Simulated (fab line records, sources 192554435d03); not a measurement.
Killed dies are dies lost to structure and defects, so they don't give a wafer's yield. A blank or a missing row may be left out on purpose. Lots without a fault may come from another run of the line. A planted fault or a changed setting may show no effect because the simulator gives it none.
Which tool did it? | flow n5_finfet | 23 lots, 69 wafers sampled, at 6 steps of a route of 1938

WHAT THE GAUGES READ, wafer by wafer
The record holds no reading of a measuring or inspecting step that can be judged against a usual standard deviation.

WHICH TOOL RAN EACH LOT (tool, then ch and the chambers of the sampled wafers, then the start)
lot  | N5_STI_FIN_REVEAL_ALD_00         | N5_DUMMY_GATE_CMP_04         | N5_DUMMY_GATE_TRIM_49           | N5_SD_EPI_N_DESCUM_14             | N5_SD_EPI_N_ETCHBACK_44           | N5_SD_EPI_P_ETCH_37
L074 | ald_sin-04 ch 0,1,2, day 2 06:31 | cmp-02 ch 0,1,2, day 2 21:13 | rie_si-01 ch 0,2,3, day 3 04:04 | rie_diel-05 ch 0,1,3, day 3 06:09 | rie_diel-05 ch 0,1,3, day 3 06:34 | rie_diel-01 ch 0,1,2, day 3 13:53
L075 | ald_sin-03 ch 1,2,3, day 2 10:54 | cmp-02 ch 2,3, day 2 23:34   | rie_si-02 ch 0,1,2, day 3 06:30 | rie_diel-03 ch 2,3, day 3 08:39   | rie_diel-03 ch 2,3, day 3 09:04   | rie_diel-02 ch 1,2,3, day 3 13:43
L076 | ald_sin-01 ch 1,3, day 2 17:05   | cmp-02 ch 0,3, day 3 07:05   | rie_si-06 ch 1,2,3, day 3 12:10 | rie_diel-04 ch 0,2,3, day 3 14:04 | rie_diel-04 ch 0,2,3, day 3 14:29 | rie_diel-02 ch 1,2,3, day 3 18:44
L077 | ald_sin-03 ch 0,3, day 2 23:16   | cmp-02 ch 0,1, day 3 12:02   | rie_si-06 ch 0,2,3, day 3 17:11 | rie_diel-04 ch 1,2, day 3 19:23   | rie_diel-04 ch 1,2, day 3 19:47   | rie_diel-01 ch 1,2,3, day 4 03:13
L078 | ald_sin-01 ch 0,1,2, day 3 05:58 | cmp-04 ch 0,2, day 3 18:39   | rie_si-01 ch 0,1,3, day 3 23:40 | rie_diel-04 ch 1,2, day 4 01:52   | rie_diel-04 ch 1,2, day 4 02:17   | rie_diel-01 ch 1,2,3, day 4 07:10
L079 | ald_sin-03 ch 0,1,3, day 3 11:35 | cmp-03 ch 2,3, day 4 00:38   | rie_si-02 ch 1,2, day 4 05:40   | rie_diel-03 ch 0,3, day 4 07:45   | rie_diel-03 ch 0,3, day 4 08:10   | rie_diel-06 ch 0,2,3, day 4 12:23
L080 | ald_sin-01 ch 0,2, day 3 16:02   | cmp-03 ch 2,3, day 4 05:08   | rie_si-02 ch 2,3, day 4 10:10   | rie_diel-05 ch 1,2,3, day 4 12:04 | rie_diel-05 ch 1,2,3, day 4 12:28 | rie_diel-02 ch 0,2,3, day 4 16:59
L081 | ald_sin-01 ch 0,2,3, day 3 22:08 | cmp-03 ch 0,1,3, day 4 11:39 | rie_si-01 ch 2,3, day 4 16:26   | rie_diel-05 ch 0,1, day 4 21:52   | rie_diel-05 ch 0,1, day 4 22:16   | rie_diel-06 ch 1,2,3, day 5 05:59
L082 | ald_sin-01 ch 1,2,3, day 4 03:19 | cmp-02 ch 0,1,3, day 4 15:58 | rie_si-01 ch 0,1,3, day 4 21:11 | rie_diel-05 ch 0,1,2, day 5 05:49 | rie_diel-05 ch 0,1,2, day 5 06:13 | rie_diel-02 ch 0,1,3, day 5 10:38
L083 | ald_sin-03 ch 0,1,3, day 4 11:58 | cmp-02 ch 0,1,2, day 5 08:26 | rie_si-06 ch 0,1,3, day 5 13:19 | rie_diel-05 ch 1,2,3, day 5 15:20 | rie_diel-05 ch 1,2,3, day 5 15:45 | rie_diel-01 ch 1,2,3, day 5 20:05
L084 | ald_sin-04 ch 0,1,2, day 4 19:52 | cmp-02 ch 0,2,3, day 5 11:09 | rie_si-02 ch 1,3, day 5 16:08   | rie_diel-04 ch 1,2, day 5 19:08   | rie_diel-04 ch 1,2, day 5 19:34   | rie_diel-01 ch 1,3, day 6 00:24
L085 | ald_sin-03 ch 0,1,2, day 5 12:45 | cmp-04 ch 0,2,3, day 6 02:04 | rie_si-06 ch 0,2,3, day 6 11:16 | rie_diel-04 ch 0,2,3, day 6 14:25 | rie_diel-04 ch 0,2,3, day 6 14:50 | rie_diel-01 ch 1,2,3, day 6 20:14
L086 | ald_sin-04 ch 0,1,2, day 5 13:59 | cmp-02 ch 1,3, day 6 05:43   | rie_si-02 ch 0,1,2, day 6 17:08 | rie_diel-05 ch 0,2, day 6 19:02   | rie_diel-05 ch 0,2, day 6 19:27   | rie_diel-02 ch 0,1,2, day 6 23:35
L087 | ald_sin-03 ch 2,3, day 5 14:19   | cmp-04 ch 0,3, day 6 04:47   | rie_si-01 ch 0,1,3, day 6 10:37 | rie_diel-03 ch 0,1, day 6 13:14   | rie_diel-03 ch 0,1, day 6 13:38   | rie_diel-01 ch 1,2, day 6 17:55
L088 | ald_sin-04 ch 2,3, day 5 20:02   | cmp-03 ch 0,2,3, day 6 13:23 | rie_si-01 ch 0,2,3, day 6 23:19 | rie_diel-04 ch 0,2,3, day 7 01:23 | rie_diel-04 ch 0,2,3, day 7 01:49 | rie_diel-06 ch 0,1, day 7 05:53
L089 | ald_sin-03 ch 0,1,2, day 6 01:21 | cmp-03 ch 0,1,2, day 6 18:49 | rie_si-02 ch 0,1, day 7 03:12   | rie_diel-03 ch 0,2,3, day 7 05:25 | rie_diel-03 ch 0,2,3, day 7 05:50 | rie_diel-06 ch 0,1,2, day 7 10:13
L090 | ald_sin-04 ch 0,3, day 6 05:14   | cmp-03 ch 0,1, day 7 02:15   | rie_si-02 ch 0,1,3, day 7 07:42 | rie_diel-03 ch 0,2,3, day 7 10:08 | rie_diel-03 ch 0,2,3, day 7 10:33 | rie_diel-01 ch 0,1,3, day 7 15:01
L091 | ald_sin-03 ch 1,2, day 6 12:07   | cmp-04 ch 0,1, day 7 02:17   | rie_si-06 ch 0,1,2, day 7 07:37 | rie_diel-05 ch 2,3, day 7 09:56   | rie_diel-05 ch 2,3, day 7 10:21   | rie_diel-06 ch 1,2,3, day 7 14:23
L092 | ald_sin-03 ch 1,3, day 6 17:20   | cmp-02 ch 1,3, day 7 10:13   | rie_si-01 ch 2,3, day 7 15:20   | rie_diel-03 ch 0,2,3, day 7 17:27 | rie_diel-03 ch 0,2,3, day 7 17:52 | rie_diel-06 ch 0,3, day 7 23:00
L093 | ald_sin-03 ch 0,1,2, day 6 22:59 | cmp-02 ch 0,1,3, day 7 11:42 | rie_si-02 ch 0,2,3, day 7 16:42 | rie_diel-04 ch 0,1,2, day 7 18:50 | rie_diel-04 ch 0,1,2, day 7 19:15 | rie_diel-01 ch 0,2,3, day 8 00:07
L094 | ald_sin-03 ch 0,2,3, day 7 04:23 | cmp-03 ch 1,2, day 7 18:06   | rie_si-01 ch 1,2,3, day 7 23:11 | rie_diel-03 ch 1,3, day 8 01:12   | rie_diel-03 ch 1,3, day 8 01:37   | rie_diel-01 ch 0,1,3, day 8 06:31
L095 | ald_sin-03 ch 1,2,3, day 7 10:14 | cmp-03 ch 0,3, day 7 23:03   | rie_si-06 ch 1,2, day 8 04:04   | rie_diel-03 ch 2,3, day 8 05:58   | rie_diel-03 ch 2,3, day 8 06:23   | rie_diel-01 ch 1,2, day 8 10:40
L096 | ald_sin-04 ch 0,2,3, day 7 15:11 | cmp-03 ch 0,1,2, day 8 04:33 | rie_si-01 ch 0,1, day 8 09:20   | rie_diel-05 ch 0,1,3, day 8 11:46 | rie_diel-05 ch 0,1,3, day 8 12:10 | rie_diel-01 ch 0,1,2, day 8 16:37
- N5_STI_FIN_REVEAL_ALD_00: deposits SiO2, target thk 1 nm, pulse time 1 s.
- N5_DUMMY_GATE_CMP_04: polishes a-Si.
- N5_DUMMY_GATE_TRIM_49: chemistry O2, time 29 s, target cd 14 nm.
- N5_SD_EPI_N_DESCUM_14: chemistry O2, time 7.9 s.
- N5_SD_EPI_N_ETCHBACK_44: etches SiNx in CH3F/O2, stops on SiO2, target depth 14.5 nm.
- N5_SD_EPI_P_ETCH_37: etches SOC in N2/H2, overetch 108 nm, time 486 s.

WHAT THE TOOLS THEMSELVES READ (means of the sampled wafers that have a number; where no wafer has one, the mark that the record gives instead)
N5_STI_FIN_REVEAL_ALD_00.
lot  | tool       | heater_power_w (W) | precursor_pulse_height_rel
L074 | ald_sin-04 | 433                | 0.983
L075 | ald_sin-03 | 469                | 1.008
L076 | ald_sin-01 | 488                | 0.981
L077 | ald_sin-03 | 510                | 0.994
L078 | ald_sin-01 | 474                | 0.988
L079 | ald_sin-03 | 473                | 1.007
L080 | ald_sin-01 | 435                | 1.011
L081 | ald_sin-01 | 457                | 0.993
L082 | ald_sin-01 | 487                | 1.014
L083 | ald_sin-03 | 463                | 0.990
L084 | ald_sin-04 | 445                | 0.982
L085 | ald_sin-03 | 478                | 1.013
L086 | ald_sin-04 | 443                | 1.015
L087 | ald_sin-03 | 492                | 1.017
L088 | ald_sin-04 | 489                | 0.980
L089 | ald_sin-03 | 477                | 1.012
L090 | ald_sin-04 | 463                | 1.004
L091 | ald_sin-03 | 431                | 0.995
L092 | ald_sin-03 | 422                | 1.018
L093 | ald_sin-03 | 475                | 0.986
L094 | ald_sin-03 | 510                | 1.010
L095 | ald_sin-03 | 463                | 0.989
L096 | ald_sin-04 | 470                | 1.012

N5_DUMMY_GATE_CMP_04.
lot  | tool   | motor_current_A (A) | time_to_endpoint_s (s)
L074 | cmp-02 | 9.4                 | 16
L075 | cmp-02 | 10.0                | 19
L076 | cmp-02 | 9.8                 | 15
L077 | cmp-02 | 9.6                 | 13
L078 | cmp-04 | 10.6                | 16
L079 | cmp-03 | 9.6                 | 11
L080 | cmp-03 | 10.0                | 13
L081 | cmp-03 | 10.3                | 16
L082 | cmp-02 | 9.7                 | 10
L083 | cmp-02 | 9.3                 | 15
L084 | cmp-02 | 10.1                | 17
L085 | cmp-04 | 10.1                | 12
L086 | cmp-02 | 10.1                | 11
L087 | cmp-04 | 10.8                | 15
L088 | cmp-03 | 10.9                | 15
L089 | cmp-03 | 10.8                | 17
L090 | cmp-03 | 10.7                | 19
L091 | cmp-04 | 10.9                | 17
L092 | cmp-02 | 9.2                 | 10
L093 | cmp-02 | 9.5                 | 13
L094 | cmp-03 | 9.8                 | 16
L095 | cmp-03 | 11.0                | 13
L096 | cmp-03 | 10.5                | 14

N5_DUMMY_GATE_TRIM_49.
lot  | tool      | drypump_motor_current_A (A) | he_backside_leak_sccm (sccm) | oes_product_au (a.u.) | throttle_valve_pct (%)
L074 | rie_si-01 | 6.0                         | 2.7                          | 1.029                 | 8.11
L075 | rie_si-02 | 5.6                         | 2.9                          | 0.999                 | 8.01
L076 | rie_si-06 | 6.3                         | 2.6                          | 0.995                 | 8.02
L077 | rie_si-06 | 6.0                         | 2.6                          | 1.003                 | 8.06
L078 | rie_si-01 | 5.8                         | 2.7                          | 1.024                 | 8.18
L079 | rie_si-02 | 5.4                         | 2.9                          | 1.009                 | 7.95
L080 | rie_si-02 | 5.1                         | 2.7                          | 1.001                 | 7.93
L081 | rie_si-01 | 6.0                         | 2.6                          | 1.037                 | 8.07
L082 | rie_si-01 | 5.7                         | 2.8                          | 1.010                 | 8.19
L083 | rie_si-06 | 6.3                         | 2.6                          | 1.014                 | 8.08
L084 | rie_si-02 | 5.1                         | 2.7                          | 1.003                 | 7.85
L085 | rie_si-06 | 6.0                         | 2.6                          | 0.991                 | 8.04
L086 | rie_si-02 | 5.6                         | 3.0                          | 1.013                 | 8.02
L087 | rie_si-01 | 5.7                         | 2.7                          | 1.019                 | 8.19
L088 | rie_si-01 | 6.0                         | 2.9                          | 1.020                 | 8.10
L089 | rie_si-02 | 5.4                         | 2.9                          | 0.997                 | 7.93
L090 | rie_si-02 | 5.2                         | 2.8                          | 1.003                 | 7.91
L091 | rie_si-06 | 6.1                         | 2.7                          | 1.011                 | 8.04
L092 | rie_si-01 | 6.0                         | 2.7                          | 1.030                 | 8.08
L093 | rie_si-02 | 5.4                         | 2.9                          | 0.996                 | 8.01
L094 | rie_si-01 | 6.0                         | 2.7                          | 1.011                 | 8.19
L095 | rie_si-06 | 6.3                         | 2.6                          | 1.008                 | 8.03
L096 | rie_si-01 | 5.7                         | 2.9                          | 0.994                 | 8.30

N5_SD_EPI_N_DESCUM_14.
lot  | tool        | drypump_motor_current_A (A) | oes_product_au (a.u.) | rf_vpp_V (V) | showerhead_plenum_p_Torr (Torr) | throttle_valve_pct (%)
L074 | rie_diel-05 | 5.7                         | 0.73                  | 243.7        | 2.10                            | 20.71
L075 | rie_diel-03 | 5.4                         | 0.71                  | 244.9        | 2.16                            | 20.68
L076 | rie_diel-04 | 5.5                         | 0.77                  | 242.9        | 2.14                            | 20.71
L077 | rie_diel-04 | 5.4                         | 0.88                  | 241.9        | 2.05                            | 20.59
L078 | rie_diel-04 | 5.4                         | 0.86                  | 242.3        | 2.05                            | 20.59
L079 | rie_diel-03 | 5.7                         | 0.67                  | 242.7        | 2.10                            | 20.61
L080 | rie_diel-05 | 5.5                         | 0.73                  | 243.4        | 2.14                            | 20.79
L081 | rie_diel-05 | 5.8                         | 0.73                  | 242.7        | 2.06                            | 20.60
L082 | rie_diel-05 | 5.5                         | 0.72                  | 243.4        | 2.11                            | 20.68
L083 | rie_diel-05 | 5.4                         | 0.72                  | 243.8        | 2.14                            | 20.80
L084 | rie_diel-04 | 5.4                         | 0.94                  | 242.0        | 2.06                            | 20.62
L085 | rie_diel-04 | 5.5                         | 0.84                  | 243.5        | 2.13                            | 20.62
L086 | rie_diel-05 | 5.5                         | 0.75                  | 243.0        | 2.10                            | 20.66
L087 | rie_diel-03 | 6.2                         | 0.79                  | 243.1        | 2.11                            | 20.58
L088 | rie_diel-04 | 5.5                         | 0.83                  | 243.9        | 2.13                            | 20.62
L089 | rie_diel-03 | 5.5                         | 0.77                  | 243.2        | 2.12                            | 20.56
L090 | rie_diel-03 | 5.6                         | 0.76                  | 243.3        | 2.12                            | 20.56
L091 | rie_diel-05 | 5.6                         | 0.73                  | 243.5        | 2.12                            | 20.83
L092 | rie_diel-03 | 5.5                         | 0.75                  | 243.1        | 2.12                            | 20.56
L093 | rie_diel-04 | 5.2                         | 0.88                  | 243.1        | 2.08                            | 20.56
L094 | rie_diel-03 | 5.8                         | 0.89                  | 244.5        | 2.14                            | 20.46
L095 | rie_diel-03 | 5.4                         | 0.76                  | 243.9        | 2.15                            | 20.62
L096 | rie_diel-05 | 5.7                         | 0.78                  | 242.2        | 2.08                            | 20.70

N5_SD_EPI_N_ETCHBACK_44.
lot  | tool        | drypump_motor_current_A (A) | oes_product_au (a.u.) | rf_vpp_V (V) | showerhead_plenum_p_Torr (Torr) | throttle_valve_pct (%)
L074 | rie_diel-05 | 5.7                         | 0.62                  | 290          | 1.99                            | 16.55
L075 | rie_diel-03 | 5.3                         | 0.61                  | 302          | 2.05                            | 16.56
L076 | rie_diel-04 | 5.5                         | 0.66                  | 301          | 2.02                            | 16.42
L077 | rie_diel-04 | 5.4                         | 0.74                  | 299          | 1.97                            | 16.53
L078 | rie_diel-04 | 5.4                         | 0.74                  | 300          | 1.96                            | 16.52
L079 | rie_diel-03 | 5.7                         | 0.59                  | 291          | 2.01                            | 16.58
L080 | rie_diel-05 | 5.5                         | 0.64                  | 291          | 2.03                            | 16.54
L081 | rie_diel-05 | 5.7                         | 0.61                  | 288          | 1.95                            | 16.48
L082 | rie_diel-05 | 5.5                         | 0.63                  | 289          | 1.99                            | 16.44
L083 | rie_diel-05 | 5.5                         | 0.62                  | 290          | 2.02                            | 16.56
L084 | rie_diel-04 | 5.4                         | 0.80                  | 297          | 1.96                            | 16.33
L085 | rie_diel-04 | 5.5                         | 0.70                  | 301          | 2.01                            | 16.29
L086 | rie_diel-05 | 5.5                         | 0.65                  | 292          | 1.97                            | 16.28
L087 | rie_diel-03 | 6.1                         | 0.68                  | 303          | 2.01                            | 16.38
L088 | rie_diel-04 | 5.5                         | 0.71                  | 301          | 2.01                            | 16.31
L089 | rie_diel-03 | 5.5                         | 0.66                  | 297          | 2.02                            | 16.45
L090 | rie_diel-03 | 5.5                         | 0.66                  | 297          | 2.02                            | 16.47
L091 | rie_diel-05 | 5.6                         | 0.63                  | 293          | 2.00                            | 16.53
L092 | rie_diel-03 | 5.5                         | 0.65                  | 297          | 2.02                            | 16.46
L093 | rie_diel-04 | 5.2                         | 0.74                  | 299          | 1.98                            | 16.34
L094 | rie_diel-03 | 5.8                         | 0.76                  | 304          | 2.04                            | 16.28
L095 | rie_diel-03 | 5.4                         | 0.66                  | 302          | 2.04                            | 16.47
L096 | rie_diel-05 | 5.7                         | 0.67                  | 288          | 1.98                            | 16.49

N5_SD_EPI_P_ETCH_37.
lot  | tool        | drypump_motor_current_A (A) | oes_product_au (a.u.) | rf_vpp_V (V) | showerhead_plenum_p_Torr (Torr) | throttle_valve_pct (%)
L074 | rie_diel-01 | 5.6                         | 0.74                  | 241.2        | 2.59                            | 23.9
L075 | rie_diel-02 | 5.8                         | 0.66                  | 241.3        | 2.54                            | 23.7
L076 | rie_diel-02 | 5.8                         | 0.66                  | 241.0        | 2.54                            | 23.7
L077 | rie_diel-01 | 5.6                         | 0.67                  | 241.6        | 2.56                            | 23.9
L078 | rie_diel-01 | 5.5                         | 0.67                  | 240.7        | 2.56                            | 24.0
L079 | rie_diel-06 | 5.1                         | 0.71                  | 240.2        | 2.55                            | 23.8
L080 | rie_diel-02 | 5.8                         | 0.71                  | 242.0        | 2.56                            | 23.6
L081 | rie_diel-06 | 5.3                         | 0.69                  | 240.7        | 2.54                            | 23.9
L082 | rie_diel-02 | 5.8                         | 0.71                  | 241.3        | 2.53                            | 23.6
L083 | rie_diel-01 | 5.5                         | 0.66                  | 241.0        | 2.56                            | 24.0
L084 | rie_diel-01 | 5.4                         | 0.67                  | 241.4        | 2.60                            | 23.8
L085 | rie_diel-01 | 5.5                         | 0.66                  | 241.2        | 2.56                            | 24.0
L086 | rie_diel-02 | 5.8                         | 0.70                  | 241.1        | 2.55                            | 23.4
L087 | rie_diel-01 | 5.7                         | 0.66                  | 241.1        | 2.56                            | 24.1
L088 | rie_diel-06 | 5.7                         | 0.64                  | 242.3        | 2.64                            | 24.2
L089 | rie_diel-06 | 5.5                         | 0.69                  | 241.8        | 2.62                            | 24.0
L090 | rie_diel-01 | 5.3                         | 0.70                  | 241.0        | 2.57                            | 23.8
L091 | rie_diel-06 | 5.3                         | 0.68                  | 241.0        | 2.53                            | 23.9
L092 | rie_diel-06 | 5.0                         | 0.63                  | 239.8        | 2.48                            | 24.0
L093 | rie_diel-01 | 5.4                         | 0.69                  | 241.1        | 2.53                            | 24.0
L094 | rie_diel-01 | 5.3                         | 0.69                  | 241.8        | 2.57                            | 23.8
L095 | rie_diel-01 | 5.8                         | 0.65                  | 240.3        | 2.55                            | 24.1
L096 | rie_diel-01 | 5.6                         | 0.69                  | 241.5        | 2.57                            | 24.0

THE ANSWER, worked out from the rows above alone
Rule: what is usual is taken from the lots themselves. Put in order of their means at a reading, lots are off if they are a third of the lots or fewer, leave a main group of 4 or more, and stand apart from it by a gap of 3 or more times the standard deviation of the main group's means; of several such gaps the widest counts. A main group whose means are all the same, to the digits that the tables above print for the reading, isn't used. A lot without any number at a reading at which 4 lots or more have one is off too. The other lots that the step has rows for count as sound. The gauges are gone through in route order, then the tools' own readings, and for those a lot's mean is taken as printed above. The first step at which some lot is off is used, and at that step the reading that is off furthest; a lot without a number counts as furthest.
No lot is off at any reading shown: from this, nothing can be told.

WHAT THE SIMULATOR HAD PUT IN
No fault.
